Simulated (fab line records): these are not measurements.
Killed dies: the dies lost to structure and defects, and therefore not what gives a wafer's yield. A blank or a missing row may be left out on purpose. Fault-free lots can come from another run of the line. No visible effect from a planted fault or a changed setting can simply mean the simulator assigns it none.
fab line records + flow n5Finfet
record
- lots=5
- wafers=15
- lastDay=18
route steps=1938 shown TV_LITHO@1879 TV_OPEN@1887 PAD_METAL@1893 PASSIVATION@1897
lots that met no fault: from a run of the same line without faults
startH: start of the lot's first displayed wafer, in hours after the record's first day + waitH: hours from the lot's prior step to this one + " identical to the entry in the row above + L1.1+2: a single row standing in for several wafers + - no value present, or no start provided + * or withheld: withheld + < > ~ a bound
route shown NAME@n: a module of which the file shows steps, and the number in the route of the first + usual: the fault-free wafers' mean and standard deviation + same: alike in all rows + chamber/n: place in a boat + sites: the reading at each site + _std_site: the standard deviation of these + _edge_site: the outer-site mean with the inner-site mean subtracted + radiusMm: how far each site lies from the wafer's centre + mask NAME#n: copy n + behind: the tool/chamber that last shaped the wafer + hold: what put the lot on hold/how long, in hours/how the hold closed + device: names the non-switching transistor (n, p or np) + end of line: tests run on the same wafers once the route is complete + a step given without rows: its recipe and nothing more + killed: at the first sort, the dies lost to defects and structure; wafer yield is something else + map: the dies of a wafer, with x for killed, . for not killed, _ for no die there
set.NAME: the setting as run; set.NAME@STEP: as run at that earlier step + model.NAME: the simulator's own value behind a step, which no gauge read
a table for each step, a row for each wafer; lots at some steps of the route
services: when a tool's chamber went out of use (startH, in hours from the record's first day, below 0 if earlier), for how many hours, and the reason
## steps
# step N5_PASSIVATION_EXPOSE_07
# recipe
- maskId=TV
- na=0.55
- sourceShape=conventional
- sigmaOuter=0.8
- polarization=unpolarized
- defocusNm=0
- targetCdNm=3000
- doseMj=22.75
# step N5_PASSIVATION_PEB_08
# recipe
- pebTempC=withheld
- pebTimeS=*
# step N5_PASSIVATION_DEVELOP_09
# recipe
- developTimeS=60
- rinseLiquid=diw
- dry=airSpin
- devTempC=21
# step N5_PASSIVATION_HARDBAKE_11
# recipe
- tempC=130
- timeS=120
# step N5_PASSIVATION_DESCUM_12
# recipe
- chemistry=O2
- timeS=7.9
- sourcePowerW=50
- biasPowerW=20
- pressureMtorr=20
- rfFrequencyHz=2.712e+07
- tempC=40
- o2FlowSccm=225
# step N5_PASSIVATION_PASS_ETCH_74
# recipe
- chemistry=CF4/O2
- target=SiNx
- targetDepthA=2200
- timeS=110
- ionEnergyEv=100
- pressureMtorr=40
- sourceW=535
- biasW=49
- Ar_flow_sccm=100
- cf4FlowSccm=100
- O2_flow_sccm=10
# step N5_PASSIVATION_VIA_ETCH_13
# recipe
- chemistry=CHF3/O2
- target=SiO2
- targetDepthA=6600
- CHF3_flow_sccm=50
- O2_flow_sccm=5
- Ar_flow_sccm=200
- timeS=330
- maskMaterial=PR
- pressureMtorr=30
- sourceW=650
- biasW=170
- ionEnergyEv=200
- ends=cleared
# step N5_PASSIVATION_STRIP_14
# recipe
- chemistry=O2
- powerW=600
- tempC=60
- pressureMtorr=30
- rfFrequencyHz=6e+07
- biasPowerW=0
- overashFraction=0.5
- o2FlowSccm=225
# step N5_PASSIVATION_ETCH_15
# recipe
- chemistry=CF4/N2
- target=SiCN
- targetDepthA=750
- taperDeg=2
- timeS=81.2
- ionEnergyEv=150
- maskMaterial=SiNx
- pressureMtorr=40
- sourceW=430
- biasW=70
- Ar_flow_sccm=100
- cf4FlowSccm=60
- n2FlowSccm=60
# step N5_PASSIVATION_STRIP_73
# recipe
- chemistry=postEtchResidueRemover
- timeS=60
- tempC=25
- removerPh=withheld
- removerWaterWtPct=withheld
- removerFluorideWtPct=withheld
| lot.wafer  | tool        | chamber | startH | waitH |
|------------|-------------|---------|--------|-------|
| L598.2+5+6 | wetBench-03 | 4,3,1   | 296.63 | -     |
| L609.1+3+6 | wetBench-03 | 5,7,6   | 362.70 | -     |
| L608.3+4+6 | wetBench-03 | 2,6,1   | 368.16 | -     |
| L611.3+4+6 | wetBench-03 | 3,2,1   | 378.32 | -     |
| L617.3+5+6 | wetBench-06 | 3,5,6   | 419.45 | -     |
# step N5_PASSIVATION_SRD_17
# recipe
- timeS=30
- tempC=23
- rinseLiquid=diw
- dry=n2Spin
- spinRpm=1500
- dryTimeS=30
# step N5_PASSIVATION_DEGAS_18
# recipe
- ambient=vacuum
- tempC=300
- timeS=60
# step N5_PASSIVATION_PRE_CLEAN_19
# recipe
- gas=H2/He
- timeS=*
- tempC=*
# step N5_PASSIVATION_SPUTTER_20
# recipe
- material=TaN
- targetThkA=500
- tempC=25
- chamberPressurePa=0.4
# step N5_PASSIVATION_AL_DEP_21
# recipe
- material=Al
- targetThkA=28000
- tempC=400
- timeS=170
- powerW=30000
- chamberPressurePa=0.4
- gas=Ar
# step N5_PASSIVATION_HMDS_23
# recipe
- timeS=60
- tempC=120
# step N5_PASSIVATION_COAT_24
# recipe
- spinRpm=3000
- resistThkNm=withheld
# step N5_PASSIVATION_EBR_26
# recipe
- solvent=PGMEA
- ebrWidthMm=1.5
# step N5_PASSIVATION_SOFTBAKE_25
# recipe
- tempC=100
- timeS=90
# step N5_PASSIVATION_EXPOSE_27
# recipe
- maskId=PAD
- na=0.55
- sourceShape=conventional
- sigmaOuter=0.8
- polarization=unpolarized
- defocusNm=0
- doseMj=32.3
# step N5_PASSIVATION_PEB_28
# recipe
- pebTempC=withheld
- pebTimeS=*
# step N5_PASSIVATION_DEVELOP_29
# recipe
- developTimeS=60
- rinseLiquid=diw
- dry=airSpin
- devTempC=21
# step N5_PASSIVATION_HARDBAKE_31
# recipe
- tempC=130
- timeS=120
# step N5_PASSIVATION_DESCUM_32
# recipe
- chemistry=O2
- timeS=7.9
- sourcePowerW=50
- biasPowerW=20
- pressureMtorr=20
- rfFrequencyHz=2.712e+07
- tempC=40
- o2FlowSccm=225
# step N5_PASSIVATION_AL_ETCH_33
# recipe
- chemistry=Cl2/BCl3
- targetDepthA=28000
- overEtchFrac=0.15
- Cl2_flow_sccm=180
- bcl3FlowSccm=60
- target=Al
- stopOn=TaN
- timeS=466.7
- ionEnergyEv=100
- pressureMtorr=10
- icpW=900
- biasW=100
# step N5_PASSIVATION_ETCH_59
# recipe
- chemistry=Cl2/BCl3
- target=TaN
- targetDepthA=650
- timeS=34.9
- ionEnergyEv=100
- pressureMtorr=10
- icpW=900
- biasW=100
- Cl2_flow_sccm=60
- bcl3FlowSccm=30
# step N5_PASSIVATION_STRIP_34
# recipe
- chemistry=O2
- powerW=600
- tempC=60
- pressureMtorr=30
- rfFrequencyHz=6e+07
- biasPowerW=0
- overashFraction=2
- o2FlowSccm=225
# step N5_PASSIVATION_STRIP_51
# recipe
- chemistry=postEtchResidueRemover
- timeS=1200
- tempC=72.5
# step N5_PASSIVATION_CLEAN_69
# recipe
- chemistry=IPA
- timeS=180
- tempC=25
# step N5_PASSIVATION_SRD_70
# recipe
- dry=ipaMarangoni
- timeS=30
- tempC=23
- rinseLiquid=diw
# step N5_PASSIVATION_PECVD_53
# recipe
- material=SiO2
- targetThkA=8000
- tempC=400
- precursor=TEOS/O2
- pressureTorr=6.5
- rfW=withheld
- teosFlowSccm=withheld
- gas=O2
- flowSccm=2650
- timeS=169.4
# step N5_PASSIVATION_PECVD_35
# recipe
- material=SiNx
- targetThkA=7000
- tempC=400
- precursor=SiH4/NH3/N2
- pressureTorr=4.9
- rfW=1406
- timeS=151.3
# step N5_PASSIVATION_HMDS_37
# recipe
- timeS=60
- tempC=120
# step N5_PASSIVATION_COAT_38
# recipe
- spinRpm=3000
- resistThkNm=withheld
# step N5_PASSIVATION_EBR_40
# recipe
- solvent=PGMEA
- ebrWidthMm=1.5
# step N5_PASSIVATION_SOFTBAKE_39
# recipe
- tempC=110
- timeS=120
# step N5_PASSIVATION_PROBE_49
# usual
- defectLimitedYield=91.1/1.5
- killed_at_M0_to_M3=35/9.5
- killed_at_M4_up=13/5.2
- killedAtContacts=12/6.1
- killedAtFrontEnd=41/14
- killedAtOther=3.8/2.9
- killedDies=105/17
- killedOnRim=13/4.1
- killedOpen=70/13
- killedShort=33/8.4
- sort_bin_4_leakage=0/0
- sort_bin_5_function=5.1/0.97
- sort_bin_6_memory=3.4/0.69
- sortNPass=1075/17
- sortYieldPct=91.1/1.5
# same
- grossDies=1180
- killedAtBackSide=0
- sort_bin_8_speed[%]=0
| lot.wafer | tool      | chamber | startH | waitH | defectLimitedYield[%] | killed_at_M0_to_M3 | killed_at_M4_up | killedAtContacts | killedAtFrontEnd | killedAtOther | killedDies | killedOnRim | killedOpen | killedShort | sort_bin_4_leakage[%] | sort_bin_5_function[%] | sort_bin_6_memory[%] | sortNPass | sortYieldPct[%] |
|-----------|-----------|---------|--------|-------|-----------------------|--------------------|-----------------|------------------|------------------|---------------|------------|-------------|------------|-------------|-----------------------|------------------------|----------------------|-----------|-----------------|
| L598.2    | prober-01 | -       | 302.86 | 0.4   | 92.4                  | 39                 | 9               | 10               | 30               | 2             | 90         | 16          | 61         | 25          | 0                     | 4.7                    | 2.5                  | 1090      | 92.4            |
| L598.5    | prober-01 | -       | 303.01 | 0.5   | 93.5                  | 28                 | 10              | 7                | 31               | 1             | 77         | 12          | 56         | 18          | 0                     | 3.7                    | 2.7                  | 1103      | 93.5            |
| L598.6    | prober-01 | -       | 303.06 | 0.6   | 90.8                  | 26                 | 9               | 8                | 65               | 0             | 108        | 12          | 66         | 39          | 0                     | 5.6                    | 3.1                  | 1072      | 90.8            |
| L609.1    | prober-01 | -       | 369.44 | 0.0   | 80.7                  | 26                 | 13              | 8                | 26               | 155           | 228        | 20          | 49         | 31          | 0                     | 11.1                   | 3.8                  | 952       | 80.7            |
| L609.3    | prober-01 | -       | 369.54 | 0.1   | 84.7                  | 37                 | 10              | 9                | 38               | 87            | 181        | 33          | 60         | 34          | 0                     | 8.3                    | 4.2                  | 999       | 84.7            |
| L609.6    | prober-01 | -       | 369.69 | 0.3   | 79.8                  | 36                 | 13              | 6                | 37               | 146           | 238        | 9           | 49         | 40          | 0                     | 11.9                   | 4.2                  | 942       | 79.8            |
| L608.3    | prober-01 | -       | 374.07 | 0.1   | 76.5                  | 30                 | 10              | 19               | 56               | 162           | 277        | 38          | 79         | 36          | 76.02                 | 14.0                   | 4.9                  | 6         | 0.5             |
| L608.4    | prober-01 | -       | 374.12 | 0.2   | 77.7                  | 25                 | 8               | 8                | 54               | 168           | 263        | 19          | 65         | 37          | 77.37                 | 12.7                   | 4.7                  | 4         | 0.3             |
| L608.6    | prober-01 | -       | 374.22 | 0.3   | 80.6                  | 35                 | 17              | 18               | 54               | 105           | 229        | 33          | 75         | 47          | 80.42                 | 10.8                   | 5.1                  | 2         | 0.2             |
| L611.3    | prober-01 | -       | 384.56 | 0.1   | 81.5                  | 23                 | 12              | 19               | 54               | 110           | 218        | 36          | 69         | 38          | 0                     | 10.1                   | 4.6                  | 962       | 81.5            |
| L611.4    | prober-01 | -       | 384.61 | 0.2   | 79.6                  | 26                 | 19              | 7                | 44               | 145           | 241        | 18          | 72         | 24          | 0                     | 11.8                   | 4.1                  | 939       | 79.6            |
| L611.6    | prober-01 | -       | 384.71 | 0.3   | 82.9                  | 27                 | 8               | 13               | 38               | 116           | 202        | 31          | 66         | 27          | 0                     | 8.6                    | 4.1                  | 978       | 82.9            |
| L617.3    | prober-02 | -       | 425.87 | 0.1   | 92.7                  | 32                 | 5               | 13               | 35               | 1             | 86         | 12          | 62         | 23          | 0                     | 4.5                    | 2.7                  | 1094      | 92.7            |
| L617.5    | prober-02 | -       | 425.97 | 0.2   | 93.0                  | 34                 | 5               | 17               | 26               | 1             | 83         | 8           | 49         | 33          | 0                     | 4.4                    | 2.3                  | 1097      | 93.0            |
| L617.6    | prober-02 | -       | 426.02 | 0.3   | 93.1                  | 29                 | 8               | 14               | 28               | 2             | 81         | 14          | 55         | 25          | 0                     | 3.4                    | 3.1                  | 1099      | 93.1            |
# killed by level:class
L598.2 MOL_CONTACT_COAG:geometricParticle:open=10 BEOL_M2:geometricParticle:open=9 BEOL_M0_SAQP:geometricParticle:short=6 BEOL_M1:geometricParticle:open=6 FIN_SAQP:geometricParticle:short=5 STI_FIN_REVEAL:geometricParticle:open=5 BEOL_M4:geometricParticle:open=5 DUMMY_GATE:geometricParticle:open=4
L598.5 BEOL_M2:geometricParticle:open=9 BEOL_M1:geometricParticle:open=8 DUMMY_GATE:geometricParticle:open=6 STI_FIN_REVEAL:geometricParticle:open=5 MOL_CONTACT_COAG:geometricParticle:open=5 BEOL_M4:geometricParticle:open=4 STARTING-WAFER:geometricParticle:open=4 FIN_SAQP:geometricParticle:short=3
L598.6 STI_FIN_REVEAL:geometricParticle:open=16 FIN_SAQP:geometricParticle:open=11 FIN_SAQP:geometricParticle:short=6 STI_FIN_REVEAL:geometricParticle:short=6 BEOL_M1:geometricParticle:open=6 SPACER0:geometricParticle:open=5 MOL_CONTACT_COAG:geometricParticle:open=5 BEOL_M0_SAQP:geometricParticle:short=5
L609.1 TV_OPEN:unspecified=148 MOL_CONTACT_COAG:geometricParticle:open=8 BEOL_M0_SAQP:geometricParticle:short=7 BEOL_M6:geometricParticle:open=6 BEOL_M3:geometricParticle:open=5 FIN_SAQP:geometricParticle:open=4 DUMMY_GATE:geometricParticle:open=4 GATE_CUT:geometricParticle:short=4
L609.3 TV_OPEN:unspecified=86 BEOL_M0_SAQP:geometricParticle:short=14 BEOL_M0_SAQP:geometricParticle:open=8 FIN_SAQP:geometricParticle:open=7 FIN_SAQP:geometricParticle:short=7 MOL_CONTACT_COAG:geometricParticle:open=7 BEOL_M1:geometricParticle:open=7 STI_FIN_REVEAL:geometricParticle:open=6
L609.6 TV_OPEN:unspecified=146 BEOL_M1:geometricParticle:open=11 FIN_SAQP:geometricParticle:short=10 MOL_CONTACT_COAG:geometricParticle:open=5 BEOL_M3:geometricParticle:open=5 STARTING-WAFER:geometricParticle:short=5 STI_FIN_REVEAL:geometricParticle:open=4 BEOL_M0_SAQP:geometricParticle:short=4
L608.3 TV_OPEN:unspecified=158 MOL_CONTACT_COAG:geometricParticle:open=17 STI_FIN_REVEAL:geometricParticle:open=14 BEOL_M3:geometricParticle:open=10 GATE_CUT:geometricParticle:open=8 FIN_SAQP:geometricParticle:short=7 GATE_CUT:geometricParticle:short=6 FIN_SAQP:geometricParticle:open=4
L608.4 TV_OPEN:unspecified=160 GATE_CUT:geometricParticle:short=10 STI_FIN_REVEAL:geometricParticle:open=9 FIN_SAQP:geometricParticle:open=8 MOL_CONTACT_COAG:geometricParticle:open=7 FIN_SAQP:geometricParticle:short=6 GATE_CUT:geometricParticle:open=6 BEOL_M3:geometricParticle:short=6
L608.6 TV_OPEN:unspecified=102 MOL_CONTACT_COAG:geometricParticle:open=16 STI_FIN_REVEAL:geometricParticle:open=9 BEOL_M3:geometricParticle:open=9 BEOL_M3:geometricParticle:short=8 FIN_SAQP:geometricParticle:short=7 GATE_CUT:geometricParticle:short=6 FIN_SAQP:geometricParticle:open=5
L611.3 TV_OPEN:unspecified=108 FIN_SAQP:geometricParticle:open=13 FIN_SAQP:geometricParticle:short=12 MOL_CONTACT_COAG:geometricParticle:open=12 STI_FIN_REVEAL:geometricParticle:open=9 DUMMY_GATE:geometricParticle:open=8 MOL_CONTACT_COAG:geometricParticle:short=7 BEOL_M0_SAQP:geometricParticle:open=4
L611.4 TV_OPEN:unspecified=144 FIN_SAQP:geometricParticle:open=18 BEOL_M3:geometricParticle:open=9 MOL_CONTACT_COAG:geometricParticle:open=6 BEOL_M4:geometricParticle:open=6 FIN_SAQP:geometricParticle:short=5 DUMMY_GATE:geometricParticle:open=5 BEOL_M2:geometricParticle:open=5
L611.6 TV_OPEN:unspecified=108 FIN_SAQP:geometricParticle:open=11 MOL_CONTACT_COAG:geometricParticle:open=11 STI_FIN_REVEAL:geometricParticle:open=6 BEOL_M1:geometricParticle:open=6 BEOL_M2:geometricParticle:open=6 BEOL_M3:geometricParticle:open=6 FIN_SAQP:geometricParticle:short=4
L617.3 MOL_CONTACT_COAG:geometricParticle:open=10 FIN_SAQP:geometricParticle:open=9 BEOL_M0_SAQP:geometricParticle:open=8 DUMMY_GATE:geometricParticle:open=7 BEOL_M0_SAQP:geometricParticle:short=7 BEOL_M2:geometricParticle:open=4 BEOL_M3:geometricParticle:open=4 STARTING-WAFER:geometricParticle:open=4
L617.5 MOL_CONTACT_COAG:geometricParticle:open=11 BEOL_M0_SAQP:geometricParticle:short=9 FIN_SAQP:geometricParticle:open=8 BEOL_M0_SAQP:geometricParticle:open=7 MOL_CONTACT_COAG:geometricParticle:short=6 BEOL_M3:geometricParticle:open=6 FIN_SAQP:geometricParticle:short=5 BEOL_M3:geometricParticle:short=4
L617.6 MOL_CONTACT_COAG:geometricParticle:open=11 FIN_SAQP:geometricParticle:open=7 BEOL_M0_SAQP:geometricParticle:short=7 BEOL_M1:geometricParticle:open=6 FIN_SAQP:geometricParticle:short=5 DUMMY_GATE:geometricParticle:open=5 BEOL_M0_SAQP:geometricParticle:open=4 BEOL_M2:geometricParticle:open=4
# map L608.3 (x killed, . not)
_________________..xxx.......________________
______________..x..............._____________
___________.x.................x..x.__________
__________.....xx............x.....x_________
________........................x..xx._______
_______....x.................x..x...x.x______
______.............x.....x..x.....x....._____
_____.......x....x.......................____
____.....x..x..x.................x......x.___
___...........x...........................x__
___......x..x...x...x..................x...__
__..................x............x....x....._
__.x...x....x...x.x.x.........xx..x........._
_....xx...................x.........x.x......
_......xx.x..x.xxx...........................
_x.......xx............xxx.......x.........xx
_.....x...............x.........x............
_..x.....x.........x...x............x........
_.....x............x..........xx...x.x.......
_x.....................x...........x.........
_.......x..........................x....x....
__...........x.........xx...x..x............_
__......x..x.........xx.xx.x............x..x_
___......x.........xx.xxxxxxx.x............__
___..............x.xxxxxxxxxxx.xx....x.....__
____......x.x....x..xxxxxxxxxxx...........___
_____..x........xxxxxxxxxxxxxxxxx........____
______.......x.x.xxxxxxxxxxxxxxxxxx....._____
_______.....x...x..xxxxxxxxxxxxxx...xx.______
________.....x.x.xxxxxxxxxxxxxxxxx...._______
__________....x..xxxxxxxxxxxxxx.x..x_________
___________...x...xxxxxxxxxxxx.xxx.__________
______________..xx.xxxxxxxxxx.xx_____________
_________________.xxxxxxxxxxx________________
# map L609.6 (x killed, . not)
_________________x...........________________
______________...........x......_____________
___________.....x.x....x...........__________
__________............x.x..x..x....._________
________...............x.........x.x.._______
_______..x.............................______
______........................x....x..x._____
_____.......x............................____
____.....................x.x........x..xx.___
___...................x......x....x........__
___.........xx.......x...x...............x.__
__..............x.x...x..x..x.......x......._
__.x.....x..x.....x.xxxxxxxx.....x.....x...._
_..............x.x.xxxxxxxxx.................
_..............x.xxxxxxxxxxxx......x...x.....
_..............xxxxxxxxxxxxx.x..........x....
_...........x..xxxxxxxxxxxxxx.x....x........x
_..............xxxxxxxxxxxxxx........x.......
_...........x....xxxxxxxxxxxxx.........x.....
_............xx.xxxxxxxxxxxx.x..........x...x
_......x......x.xxxxxxxxxxxx.x...............
__...............xxxxxxxxxxxxx.............._
__...x.x.........xxxxxxxxxx.x.x........x.x.._
___...x..........xxxxxx..x..xx.............__
___.................x..x..x...x........x.x.__
____.......x....x.x...........x...........___
_____....x...........x.....x.xx.x........____
______.............x...................._____
_______...x..................x.........______
________.........x........x........x.._______
__________...........xx.......x.x..._________
___________........................__________
______________......x..........._____________
_________________.x..........________________
## services
| tool        | chamber | startH | hours | kind   |
|-------------|---------|--------|-------|--------|
| wetBench-03 | -       | 351.75 | 5.9   | repair |
## key
firstSign
- step=N5_PASSIVATION_PROBE_49
- reading=killedAtOther
- direction=up
- sigmas=44
- usual=3.8
- struck=132.7
effect
- step=N5_PASSIVATION_PROBE_49
- reading=killedDies
- direction=up
- sigmas=7.3
- usual=105
- struck=231
moreKillsBornAt
- N5_PASSIVATION_STRIP_73@wetBench-03=1160
metAt N5_PASSIVATION_STRIP_73
struckWafers L608.3,L608.4,L608.6,L609.1,L609.3,L609.6,L611.3,L611.4,L611.6
onsetBetween 296.63 362.70
earlierFault
- kind=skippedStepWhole
- tool=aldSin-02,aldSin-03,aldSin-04
- chamber=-
- onsetH=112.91
- steps=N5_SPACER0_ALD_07
- scope=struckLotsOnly
earlierFault
- kind=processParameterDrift
- tool=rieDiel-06
- chamber=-
- onsetH=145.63
- steps=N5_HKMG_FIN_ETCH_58
- channel=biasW
- offset=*
- shape=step
- actsIn=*
- stated=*
fault
- kind=chamberParticleSource
- tool=wetBench-03
- chamber=-
- onsetH=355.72
- steps=N5_PASSIVATION_STRIP_73
- ratePerVisitCm2=2.0048
